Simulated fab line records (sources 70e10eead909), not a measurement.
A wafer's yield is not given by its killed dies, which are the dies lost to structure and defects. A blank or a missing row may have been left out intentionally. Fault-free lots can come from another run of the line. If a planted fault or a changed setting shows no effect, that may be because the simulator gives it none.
Matching of chambers	flow nand_harc	cmp-02 running NHARC_P_CONTACT_CMP_01: 4 sister chambers
The step polishes SiO2, target thk 200 nm. 14 wafers are shown with their chamber, then 7 later ones without.

## EACH WAFER AND ITS CHAMBER
wafer	chamber	motor_current_A (A)
L074.3	0	10.6
L074.4	1	10.3
L074.6	1	10.6
L074.1	2	13.9
L074.2	3	13.8
L074.5	2	13.8
L077.2	3	13.9
L077.3	1	10.1
L077.5	1	9.9
L078.1	0	11.0
L078.2	2	13.4
L078.5	0	11.0
L092.1	0	10.5
L092.3	1	10.0

SIGNATURES (means of the wafers above)
reading	chamber 0	chamber 1	chamber 2	chamber 3	scatter within a chamber
motor_current_A	10.775	10.180	13.700	13.850	0.257
Rule: a wafer's distance from a chamber is the root of the sum, over the readings, of the square of ((its reading less the chamber's mean) divided by the reading's scatter). If the next closest chamber is less than 2 further off than the closest, the wafer can't be placed; otherwise it belongs to the closest. How the scatter is found: for the shown wafers, subtract from each reading the mean of its chamber, square and add these, divide the total by (wafers less chambers), then take the root.

## WAFERS WITHOUT THEIR CHAMBER
wafer	motor_current_A (A)
L092.6	10.2
L093.1	10.2
L093.2	13.2
L093.6	13.8
L093.3	10.8
L093.4	13.3
L093.5	14.2

## THE CHAMBER EACH PASSED THROUGH
wafer	from the rows above	in truth
L092.6	1	1
L093.1	1	1
L093.2	can't be placed: 2 or 3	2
L093.6	can't be placed: 3 or 2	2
L093.3	0	0
L093.4	can't be placed: 2 or 3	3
L093.5	can't be placed: 3 or 2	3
Correctly placed: 3 of 7. Cannot be placed on the basis of these rows: 4; the candidates contain the true chamber in 4. 0 placed wrongly.
